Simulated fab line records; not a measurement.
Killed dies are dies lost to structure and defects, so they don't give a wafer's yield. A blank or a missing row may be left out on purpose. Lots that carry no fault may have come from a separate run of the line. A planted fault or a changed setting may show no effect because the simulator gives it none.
Struck lot and sound lot, side by side ; flow nand harc ; 15 steps out of a route of 1302
Sound: these wafers, L559.4, L559.5, L559.6. Wafers struck: L570.1, L570.2, L570.3. The cause is given at the end.
Per side, at each step with rows, come the tool, then ch with its chambers, and then its first start. Under that, the readings that differ: sound wafers ; struck wafers ; difference of the means ; sigmas: that difference in standard deviations of wafers without a fault.
alike: readings with means less than 2 such deviations apart, plus words and numbers identical on both sides. not compared: withheld readings, readings lacking a value on some wafer, bounds such as >300 that could conceal the same value, and numbers that have no deviation in the record and whose values overlap.
Wherever a step has rows on one side only, a row that says differs or no value, or a row with sigmas, the two part there. Numbers that have no deviation but don't overlap get no sigmas and don't part them. A reading that every wafer of one side lacks parts them only if that side has two wafers or more.

first, 1 step without rows for these wafers: NHARC_A_CHANNEL_HOLE_D2_SRD_30.
NHARC_A_CHANNEL_HOLE_D2_CD_MEAS_31:
  struck on cd sem-02, day 19 10:38; sound on cd sem-03, day 14 15:08
  alike: cd nm
NHARC_A_CHANNEL_HOLE_D2_XSEM_32:
  sound on xsem-02 ch 0, day 14 15:14; struck on xsem-01 ch 0, day 19 10:43
  alike: bot cd nm, bow nm, tilt deg
NHARC_A_CHANNEL_HOLE_D2_INSPECT_40:
  struck on defect inspect-02, day 19 10:49; sound on defect inspect-01, day 14 15:20
reading;sound;struck;difference;sigmas
raw defect count;451 349 574;178 198 285;-238;-2
then, 2 steps without rows for these wafers: NHARC_A_CHANNEL_FILL_D2_PRECLEAN_00 (cleans in SC1); NHARC_A_CHANNEL_FILL_D2_SRD_01.
NHARC_A_CHANNEL_FILL_D2_ALD_02: deposits SiO2, target thk 6 nm, pulse time 10 s, ald cycles 60.
  sound on ald hk-01 ch 1,2, day 14 15:31; struck on ald hk-02 ch 1,2,3, day 19 11:00
  alike: heater power w, precursor pulse height rel
then, 2 steps without rows for these wafers: NHARC_A_CHANNEL_FILL_D2_ALD_03 (deposits SiNx, target thk 6 nm, pulse time 60 s, ald cycles 58); NHARC_A_CHANNEL_FILL_D2_ALD_14 (deposits SiO2, target thk 2.5 nm, pulse time 10 s, ald cycles 25).
NHARC_A_CHANNEL_FILL_D2_ALD_15: deposits SiNx, target thk 2 nm, pulse time 60 s, ald cycles 19.
  sound: ald sin batch-01 ch 0; struck: ald sin batch-02 ch 0
  alike: precursor pulse height rel
NHARC_A_CHANNEL_FILL_D2_ALD_16: deposits SiO2, target thk 1.5 nm, pulse time 10 s, ald cycles 15.
  sound on ald hk-02 ch 1,2, day 15 03:43; struck on ald hk-03 ch 1,2,3, day 19 23:14
  alike: heater power w, precursor pulse height rel
then, 1 step without rows for these wafers: NHARC_A_CHANNEL_FILL_D2_ANNEAL_17 (time 1800 s).
NHARC_A_CHANNEL_FILL_D2_CVD_18: deposits poly-Si, target thk 3 nm.
  sound on lpcvd poly-02 ch 0, day 15 13:31; struck on lpcvd poly-04, day 20 08:55
  no value came back on the struck wafers for spike tc bottom C (C), spike tc centre C (C), spike tc lower C (C), zone power upper pct (%); on the sound wafers spike tc bottom C (C) reads 570.9 571.8 571.1
NHARC_A_CHANNEL_FILL_D2_ETCHBACK_19: etches the open film in HBr/Cl2, target depth 5 nm, time 1.7 s.
  sound on rie si-01 ch 0,1,3, day 15 15:37; struck on rie si-01 ch 0,2,3, day 20 10:57
  alike: drypump motor current A, oes product au, throttle valve pct
  not compared: rf hours counter h
-- record jumps: 10 days between struck wafers' starts before vs after; left off in module A_CHANNEL_FILL_D2, resumes in module END, first step shown is number 1302 of the route --
NHARC_END_SORT_01:
  only the struck wafers appear in the record here, on prober-01 ch 0 at day 30 10:14; the sound ones have no rows

## WHERE THEY PART
At NHARC_A_CHANNEL_HOLE_D2_INSPECT_40 first; at NHARC_END_SORT_01 last (within this record only).

WHY: the cause the simulator had injected
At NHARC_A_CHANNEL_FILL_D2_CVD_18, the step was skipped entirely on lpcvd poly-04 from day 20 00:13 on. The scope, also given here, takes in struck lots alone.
